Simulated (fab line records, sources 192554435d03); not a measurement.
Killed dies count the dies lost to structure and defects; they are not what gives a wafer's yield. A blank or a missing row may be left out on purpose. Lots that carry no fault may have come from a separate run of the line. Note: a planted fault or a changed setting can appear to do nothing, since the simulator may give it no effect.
fab line records | flow n5_finfet | part 2 of 2: steps 5 to 6 of 6
record lots=23 | wafers=69 | last_day=17
route steps=1938 shown BEOL_M3@1019 BEOL_M4@1024
lots untouched by any fault: they come from a run of this same line in which no faults occurred
start_h: the number of hours between the record's first day and the start of the first shown wafer of the lot | wait_h: hours since the lot's step before | " repeats the value in the row above | L1.1+2: a single row standing in for several wafers | - no value present, or no start provided | * or withheld: withheld | < > ~ a bound
route shown NAME@n: NAME is a module with steps in the file, n the number in the route of the first one | usual: mean/standard deviation of fault-free wafers | same: alike in all rows | chamber/n: place in a boat | sites: each site's reading | _std_site: standard deviation across them | _edge_site: inner sites' mean taken away from outer sites' mean | radius_mm: for every site, how far away it sits from the centre of the wafer | mask NAME#n: copy n | behind: the last tool/chamber to shape the wafer | hold: cause of the lot's hold/its duration in hours/its outcome | device: names the non-switching transistor (n, p or np) | end of line: the same wafers' tests at the end of the route | for a step that has no rows: nothing shown but its recipe | killed: not the wafer's yield, but the dies lost to structure and defects at the first sort | map: the dies of a wafer, with x for killed, . for not killed, _ for no die there
set.NAME: the run value of the setting; set.NAME@STEP: its run value at that earlier step | model.NAME: the simulator's own value behind a step, which no gauge read
a sample of lots followed through the steps of the route, with each step as a table and each wafer as a row
services: a tool's chamber out of use, with start hour (start_h, from the record's first day; less than 0 if before it), hours out, and reason
## steps
# step N5_BEOL_M4_DESCUM_33
# recipe chemistry=O2 | time_s=7 | source_power_w=50 | bias_power_w=20 | pressure_mtorr=20 | rf_frequency_hz=2.712e+07 | temp_c=40 | resist=CAR-EUV | o2_flow_sccm=225
# usual drypump_motor_current_A=5.7/0.46 | oes_product_au=0.78/0.079 | rf_vpp_V=243.7/1.5 | showerhead_plenum_p_Torr=2.12/0.084 | throttle_valve_pct=20.41/0.23
lot.wafer | tool        | chamber | start_h | wait_h | drypump_motor_current_A | oes_product_au | rf_hours_counter_h | rf_vpp_V | showerhead_plenum_p_Torr | throttle_valve_pct
L074.1    | rie_diel-04 | 0       | 149.78  | 0.0    | 5.6                     | 0.88           | 30                 | 243.8    | 2.22                     | 20.37
L074.2    | "           | 1       | "       | "      | 5.8                     | 0.90           | 24                 | 243.9    | 2.05                     | 20.31
L074.4    | "           | 2       | "       | "      | 5.1                     | 0.83           | 54                 | 245.3    | 2.17                     | 19.96
L076.1    | rie_diel-03 | 1       | 168.23  | 0.7    | 5.2                     | 0.89           | 49                 | 244.8    | 2.21                     | 20.06
L076.2    | "           | 2       | "       | "      | 6.0                     | 0.78           | 142                | 243.2    | 2.00                     | 20.33
L076.4    | "           | 0       | "       | "      | 6.3                     | 0.73           | 176                | 243.9    | 2.18                     | 20.73
L075.3    | rie_diel-04 | 2       | 168.38  | 0.5    | 5.1                     | 0.82           | 61                 | 244.9    | 2.17                     | 19.97
L075.4    | "           | 0       | "       | "      | 5.5                     | 0.87           | 37                 | 244.0    | 2.22                     | 20.37
L075.6    | "           | 1       | "       | "      | 5.8                     | 0.89           | -                  | 244.0    | 2.05                     | 20.30
L077.1    | rie_diel-03 | 3       | 174.38  | 0.0    | 5.6                     | 0.69           | 201                | 243.1    | 2.13                     | 20.66
L077.2    | "           | 1       | "       | "      | 5.2                     | 0.89           | 52                 | 244.0    | 2.21                     | 20.06
L077.5    | "           | 3       | "       | "      | 5.6                     | 0.69           | -                  | 246.2    | 2.13                     | 20.67
L078.2    | rie_diel-04 | 0       | 179.46  | 0.1    | 5.6                     | 0.87           | 41                 | 245.9    | 2.22                     | 20.36
L078.3    | "           | 1       | "       | "      | 5.8                     | 0.89           | 34                 | 241.4    | 2.04                     | 20.31
L078.5    | "           | 0       | "       | "      | 5.6                     | 0.86           | -                  | 244.5    | 2.22                     | 20.39
L079.1    | rie_diel-01 | 0       | 184.94  | 0.4    | 6.5                     | 0.83           | 72                 | 242.6    | 2.16                     | 20.48
L079.2    | "           | 1       | "       | "      | 5.7                     | 0.71           | 199                | 242.1    | 2.00                     | 20.47
L079.6    | "           | 0       | "       | "      | 6.5                     | 0.84           | -                  | 243.6    | 2.16                     | 20.46
L080.1    | rie_diel-03 | 2       | 190.89  | 0.1    | 6.0                     | 0.77           | 153                | 241.8    | 1.99                     | 20.34
L080.2    | "           | 3       | "       | "      | 5.6                     | 0.69           | 209                | 243.1    | 2.13                     | 20.67
L080.4    | "           | 3       | "       | "      | 5.6                     | 0.69           | -                  | 246.3    | 2.13                     | 20.66
L081.2    | rie_diel-03 | 1       | 195.66  | 0.1    | 5.2                     | 0.89           | 58                 | 244.7    | 2.21                     | 20.08
L081.3    | "           | 2       | "       | "      | 6.0                     | 0.77           | 156                | 241.6    | 1.99                     | 20.33
L081.6    | "           | 0       | "       | "      | 6.2                     | 0.72           | -                  | 243.0    | 2.17                     | 20.76
L082.1    | rie_diel-01 | 3       | 197.64  | 1.6    | 5.7                     | 0.73           | 195                | 243.6    | 2.13                     | 20.26
L082.2    | "           | 1       | "       | "      | 5.8                     | 0.71           | 205                | 240.8    | 2.00                     | 20.48
L082.6    | "           | 1       | "       | "      | 5.8                     | 0.71           | -                  | 241.0    | 2.00                     | 20.48
L083.1    | rie_diel-03 | 0       | 207.56  | 0.8    | 6.3                     | 0.71           | 197                | 245.8    | 2.17                     | 20.78
L083.2    | "           | 1       | "       | "      | 5.2                     | 0.88           | 65                 | 245.8    | 2.21                     | 20.06
L083.5    | "           | 1       | "       | "      | 5.2                     | 0.88           | -                  | 244.3    | 2.21                     | 20.08
L084.2    | rie_diel-03 | 2       | 213.35  | 0.1    | 6.0                     | 0.76           | 167                | 241.7    | 1.99                     | 20.37
L084.4    | "           | 3       | "       | "      | 5.6                     | 0.67           | 219                | 242.8    | 2.12                     | 20.67
L084.5    | "           | 0       | "       | "      | 6.3                     | 0.70           | -                  | 245.1    | 2.17                     | 20.78
L085.1    | rie_diel-01 | 1       | 222.52  | 0.8    | 5.7                     | 0.70           | 218                | 240.7    | 2.00                     | 20.50
L085.3    | "           | 2       | "       | "      | 5.1                     | 0.91           | 31                 | 243.4    | 2.21                     | 20.41
L085.5    | "           | 3       | "       | "      | 5.7                     | 0.72           | -                  | 244.1    | 2.13                     | 20.26
L086.1    | rie_diel-01 | 1       | 230.05  | 0.2    | 5.7                     | 0.70           | 222                | 239.8    | 1.99                     | 20.51
L086.4    | "           | 0       | "       | "      | 6.5                     | 0.81           | 94                 | 243.3    | 2.15                     | 20.50
L086.5    | "           | 0       | "       | "      | 6.5                     | 0.81           | -                  | 243.2    | 2.15                     | 20.50
L087.1    | rie_diel-03 | 2       | 236.53  | 0.0    | 6.0                     | 0.76           | 179                | 242.6    | 1.99                     | 20.38
L087.4    | "           | 3       | "       | "      | 5.6                     | 0.67           | 231                | 245.3    | 2.12                     | 20.69
L087.5    | "           | 0       | "       | "      | 6.2                     | 0.69           | -                  | 245.1    | 2.16                     | 20.80
L088.1    | rie_diel-01 | 3       | 241.59  | 1.0    | 5.7                     | 0.71           | 217                | 243.4    | 2.12                     | 20.26
L088.3    | "           | 2       | "       | "      | 5.1                     | 0.89           | 41                 | 245.1    | 2.21                     | 20.44
L088.6    | "           | 3       | "       | "      | 5.7                     | 0.71           | -                  | 245.3    | 2.12                     | 20.27
L089.3    | rie_diel-01 | 1       | 243.44  | 0.3    | 5.7                     | 0.68           | 229                | 240.0    | 1.99                     | 20.51
L089.4    | "           | 3       | "       | "      | 5.7                     | 0.71           | 218                | 243.1    | 2.12                     | 20.29
L089.6    | "           | 0       | "       | "      | 6.5                     | 0.80           | -                  | 243.2    | 2.15                     | 20.52
L090.4    | rie_diel-03 | 2       | 250.90  | 0.5    | 6.0                     | 0.75           | 187                | 242.0    | 1.98                     | 20.42
L090.5    | "           | 0       | "       | "      | 6.3                     | 0.70           | -                  | 243.6    | 2.16                     | 20.78
L090.6    | "           | 1       | "       | "      | 5.2                     | 0.84           | -                  | 245.6    | 2.20                     | 20.12
L091.2    | rie_diel-03 | 2       | 251.01  | 0.6    | 6.0                     | 0.74           | 187                | 242.3    | 1.98                     | 20.39
L091.3    | "           | 0       | "       | "      | 6.2                     | 0.69           | 219                | 243.9    | 2.16                     | 20.81
L091.5    | "           | 1       | "       | "      | 5.2                     | 0.84           | -                  | 245.1    | 2.20                     | 20.11
L092.2    | rie_diel-04 | 0       | 256.69  | 0.0    | 5.5                     | 0.85           | 44                 | 246.3    | 2.22                     | 20.38
L092.4    | "           | 3       | "       | "      | 5.0                     | 0.70           | 207                | 242.3    | 1.99                     | 20.50
L092.5    | "           | 2       | "       | "      | 5.1                     | 0.81           | -                  | 245.8    | 2.17                     | 19.98
L093.1    | rie_diel-04 | 0       | 263.96  | 0.0    | 5.6                     | 0.85           | 47                 | 243.7    | 2.22                     | 20.38
L093.5    | "           | 3       | "       | "      | 5.1                     | 0.71           | -                  | 242.1    | 1.99                     | 20.50
L093.6    | "           | 2       | "       | "      | 5.1                     | 0.81           | -                  | 244.5    | 2.17                     | 19.99
L094.2    | rie_diel-01 | 2       | 280.27  | 0.0    | 5.1                     | 0.88           | 56                 | 244.0    | 2.21                     | 20.45
L094.4    | "           | 1       | "       | "      | 5.7                     | 0.67           | 243                | 242.3    | 1.99                     | 20.56
L094.6    | "           | 1       | "       | "      | 5.8                     | 0.68           | -                  | 241.7    | 1.99                     | 20.53
L095.1    | rie_diel-03 | 1       | 289.47  | 0.0    | 5.2                     | 0.82           | 101                | 247.3    | 2.20                     | 20.13
L095.3    | "           | 2       | "       | "      | 6.0                     | 0.73           | 201                | 242.1    | 1.98                     | 20.41
L095.5    | "           | 1       | "       | "      | 5.2                     | 0.83           | -                  | 244.1    | 2.20                     | 20.12
L097.2    | rie_diel-04 | 1       | 291.36  | 0.3    | 5.8                     | 0.87           | 50                 | 241.9    | 2.04                     | 20.33
L097.3    | "           | 3       | "       | "      | 5.0                     | 0.70           | 219                | 242.4    | 1.98                     | 20.51
L097.4    | "           | 0       | "       | "      | 5.6                     | 0.84           | 57                 | 246.1    | 2.21                     | 20.38
# step N5_BEOL_M4_ETCHBACK_99
# recipe chemistry=CHF3 | target=SiO2 | target_depth_a=50 | time_s=10.4 | source_w=215 | bias_w=47 | Ar_flow_sccm=200 | CHF3_flow_sccm=12 | ion_energy_ev=100 | pressure_mtorr=30
# usual drypump_motor_current_A=5.7/0.48 | oes_product_au=0.78/0.082 | rf_vpp_V=244/6.9 | showerhead_plenum_p_Torr=2.19/0.089 | throttle_valve_pct=17.13/0.19
lot.wafer | tool        | chamber | start_h | wait_h | drypump_motor_current_A | oes_product_au | rf_hours_counter_h | rf_vpp_V | showerhead_plenum_p_Torr | throttle_valve_pct
L074.1    | rie_diel-03 | 0       | 151.82  | 1.9    | 6.3                     | 0.73           | 170                | 244      | 2.23                     | 17.31
L074.2    | "           | 1       | "       | "      | 5.2                     | 0.92           | 44                 | 250      | 2.29                     | 16.83
L074.4    | "           | 2       | "       | "      | 6.0                     | 0.79           | 136                | 242      | 2.07                     | 17.00
L076.1    | rie_diel-03 | 1       | 168.73  | 0.3    | 5.1                     | 0.90           | 50                 | 248      | 2.29                     | 16.80
L076.2    | "           | 3       | "       | "      | 5.6                     | 0.69           | 199                | 251      | 2.23                     | 17.52
L076.4    | "           | 2       | "       | "      | 6.0                     | 0.78           | 142                | 244      | 2.06                     | 17.05
L075.3    | rie_diel-03 | 2       | 171.28  | 2.4    | 6.0                     | 0.79           | 143                | 242      | 2.06                     | 17.05
L075.4    | "           | 3       | "       | "      | 5.6                     | 0.70           | 200                | 253      | 2.23                     | 17.51
L075.6    | "           | 1       | "       | "      | 5.1                     | 0.91           | -                  | 248      | 2.29                     | 16.82
L077.1    | rie_diel-04 | 2       | 176.40  | 1.6    | 5.1                     | 0.85           | 64                 | 246      | 2.29                     | 16.91
L077.2    | "           | 0       | "       | "      | 5.5                     | 0.86           | 40                 | 241      | 2.30                     | 17.12
L077.5    | "           | 3       | "       | "      | 5.0                     | 0.72           | -                  | 237      | 2.06                     | 17.21
L078.2    | rie_diel-03 | 0       | 184.43  | 4.8    | 6.3                     | 0.71           | 182                | 242      | 2.22                     | 17.33
L078.3    | "           | 3       | "       | "      | 5.6                     | 0.69           | 205                | 251      | 2.22                     | 17.55
L078.5    | "           | 2       | "       | "      | 6.0                     | 0.79           | -                  | 244      | 2.06                     | 17.06
L079.1    | rie_diel-01 | 1       | 191.52  | 6.3    | 5.8                     | 0.71           | 202                | 239      | 2.05                     | 17.07
L079.2    | "           | 2       | "       | "      | 5.0                     | 0.95           | 15                 | 240      | 2.29                     | 17.08
L079.6    | "           | 3       | "       | "      | 5.7                     | 0.73           | -                  | 257      | 2.23                     | 17.13
L080.1    | rie_diel-01 | 1       | 196.52  | 5.4    | 5.7                     | 0.71           | 205                | 237      | 2.05                     | 17.07
L080.2    | "           | 0       | "       | "      | 6.5                     | 0.82           | 77                 | 242      | 2.20                     | 16.95
L080.4    | "           | 2       | "       | "      | 5.0                     | 0.95           | 18                 | 241      | 2.29                     | 17.07
L081.2    | rie_diel-01 | 0       | 196.89  | 1.0    | 6.5                     | 0.82           | 77                 | 239      | 2.20                     | 16.95
L081.3    | "           | 1       | "       | "      | 5.8                     | 0.71           | 205                | 239      | 2.05                     | 17.09
L081.6    | "           | 0       | "       | "      | 6.5                     | 0.82           | -                  | 242      | 2.20                     | 16.95
L082.1    | rie_diel-01 | 0       | 203.80  | 6.0    | 6.5                     | 0.82           | 81                 | 242      | 2.20                     | 16.95
L082.2    | "           | 2       | "       | "      | 5.1                     | 0.94           | 22                 | 241      | 2.29                     | 17.06
L082.6    | "           | 0       | "       | "      | 6.5                     | 0.83           | -                  | 241      | 2.20                     | 16.95
L083.1    | rie_diel-03 | 2       | 211.61  | 3.3    | 6.0                     | 0.77           | 166                | 243      | 2.06                     | 17.08
L083.2    | "           | 3       | "       | "      | 5.6                     | 0.67           | 217                | 252      | 2.22                     | 17.55
L083.5    | "           | 0       | "       | "      | 6.3                     | 0.70           | -                  | 243      | 2.22                     | 17.36
L084.2    | rie_diel-01 | 2       | 219.92  | 6.4    | 5.0                     | 0.93           | 30                 | 239      | 2.29                     | 17.08
L084.4    | "           | 0       | "       | "      | 6.5                     | 0.81           | 89                 | 241      | 2.20                     | 16.97
L084.5    | "           | 1       | "       | "      | 5.7                     | 0.70           | -                  | 238      | 2.05                     | 17.10
L085.1    | rie_diel-01 | 0       | 222.83  | 0.1    | 6.5                     | 0.80           | 90                 | 241      | 2.20                     | 16.98
L085.3    | "           | 1       | "       | "      | 5.7                     | 0.70           | 218                | 237      | 2.05                     | 17.12
L085.5    | "           | 0       | "       | "      | 6.5                     | 0.80           | -                  | 241      | 2.20                     | 16.97
L086.1    | rie_diel-01 | 1       | 230.38  | 0.1    | 5.8                     | 0.71           | 222                | 238      | 2.04                     | 17.11
L086.4    | "           | 3       | "       | "      | 5.7                     | 0.73           | 212                | 257      | 2.22                     | 17.14
L086.5    | "           | 2       | "       | "      | 5.1                     | 0.92           | -                  | 241      | 2.29                     | 17.10
L087.1    | rie_diel-03 | 2       | 238.10  | 1.4    | 6.0                     | 0.75           | 180                | 242      | 2.05                     | 17.09
L087.4    | "           | 0       | "       | "      | 6.2                     | 0.69           | 212                | 241      | 2.21                     | 17.38
L087.5    | "           | 2       | "       | "      | 6.0                     | 0.75           | -                  | 239      | 2.05                     | 17.09
L088.1    | rie_diel-03 | 0       | 246.90  | 5.1    | 6.3                     | 0.69           | 216                | 243      | 2.21                     | 17.39
L088.3    | "           | 2       | "       | "      | 6.0                     | 0.75           | 185                | 242      | 2.05                     | 17.10
L088.6    | "           | 0       | "       | "      | 6.3                     | 0.68           | -                  | 242      | 2.21                     | 17.42
L089.3    | rie_diel-01 | 3       | 247.00  | 3.4    | 5.7                     | 0.71           | 219                | 257      | 2.22                     | 17.17
L089.4    | "           | 1       | "       | "      | 5.8                     | 0.68           | 231                | 237      | 2.04                     | 17.11
L089.6    | "           | 3       | "       | "      | 5.7                     | 0.71           | -                  | 258      | 2.22                     | 17.17
L090.4    | rie_diel-03 | 2       | 254.11  | 2.6    | 6.0                     | 0.75           | 188                | 241      | 2.05                     | 17.12
L090.5    | "           | 0       | "       | "      | 6.3                     | 0.68           | -                  | 242      | 2.21                     | 17.39
L090.6    | "           | 3       | "       | "      | 5.6                     | 0.66           | -                  | 252      | 2.21                     | 17.60
L091.2    | rie_diel-04 | 2       | 255.46  | 3.9    | 5.1                     | 0.82           | 67                 | 247      | 2.29                     | 16.93
L091.3    | "           | 1       | "       | "      | 5.9                     | 0.87           | 37                 | 231      | 2.11                     | 16.98
L091.5    | "           | 0       | "       | "      | 5.5                     | 0.85           | -                  | 241      | 2.30                     | 17.13
L092.2    | rie_diel-03 | 3       | 262.25  | 5.4    | 5.6                     | 0.66           | 243                | 252      | 2.21                     | 17.61
L092.4    | "           | 1       | "       | "      | 5.2                     | 0.85           | 89                 | 250      | 2.28                     | 16.90
L092.5    | "           | 1       | "       | "      | 5.2                     | 0.85           | -                  | 249      | 2.28                     | 16.90
L093.1    | rie_diel-01 | 3       | 273.72  | 9.4    | 5.7                     | 0.71           | 230                | 256      | 2.21                     | 17.20
L093.5    | "           | 0       | "       | "      | 6.5                     | 0.77           | -                  | 240      | 2.19                     | 17.02
L093.6    | "           | 3       | "       | "      | 5.7                     | 0.71           | -                  | 257      | 2.21                     | 17.17
L094.2    | rie_diel-01 | 0       | 281.07  | 0.5    | 6.5                     | 0.79           | 115                | 241      | 2.19                     | 17.01
L094.4    | "           | 3       | "       | "      | 5.7                     | 0.71           | 232                | 256      | 2.21                     | 17.20
L094.6    | "           | 0       | "       | "      | 6.5                     | 0.78           | -                  | 241      | 2.19                     | 17.01
L095.1    | rie_diel-04 | 0       | 290.25  | 0.6    | 5.5                     | 0.82           | 56                 | 242      | 2.30                     | 17.15
L095.3    | "           | 3       | "       | "      | 5.1                     | 0.70           | 219                | 235      | 2.05                     | 17.24
L095.5    | "           | 0       | "       | "      | 5.6                     | 0.83           | -                  | 242      | 2.30                     | 17.16
L097.2    | rie_diel-04 | 0       | 295.99  | 4.4    | 5.6                     | 0.83           | 59                 | 241      | 2.30                     | 17.15
L097.3    | "           | 3       | "       | "      | 5.0                     | 0.70           | 220                | 236      | 2.05                     | 17.23
L097.4    | "           | 1       | "       | "      | 5.8                     | 0.87           | 52                 | 232      | 2.10                     | 16.99
## services
tool         | chamber | start_h | hours | kind
rie_diel-01  | 2       | 133.21  | -     | clean
rie_diel-01  | 2       | 133.21  | -     | consumable_replace:focus_ring
rie_diel-01  | 2       | 133.21  | -     | consumable_replace:showerhead
rie_diel-01  | 2       | 133.21  | 16.2  | scheduled_down
rie_diel-01  | 2       | 133.21  | 16.2  | vent_cycle
rie_diel-03  | 0       | 159.33  | 1.3   | repair
rie_metal-02 | 1       | 166.71  | -     | clean
rie_metal-02 | 1       | 166.71  | 16.0  | scheduled_down
rie_metal-02 | 1       | 166.71  | 16.0  | vent_cycle
rie_metal-02 | -       | 177.63  | 0.5   | repair
rie_diel-04  | -       | 180.48  | 69.8  | repair
rie_diel-03  | 1       | 185.26  | 8.8   | repair
rie_diel-03  | 3       | 194.43  | 6.1   | repair
rie_metal-01 | -       | 195.47  | 1.3   | repair
rie_diel-03  | 3       | 280.33  | -     | clean
rie_diel-03  | 3       | 280.33  | -     | consumable_replace:focus_ring
rie_diel-03  | 3       | 280.33  | 19.1  | scheduled_down
rie_diel-03  | 3       | 280.33  | 19.1  | vent_cycle
rie_metal-02 | 0       | 295.84  | -     | clean
rie_metal-02 | 0       | 295.84  | 17.3  | scheduled_down
rie_metal-02 | 0       | 295.84  | 17.3  | vent_cycle
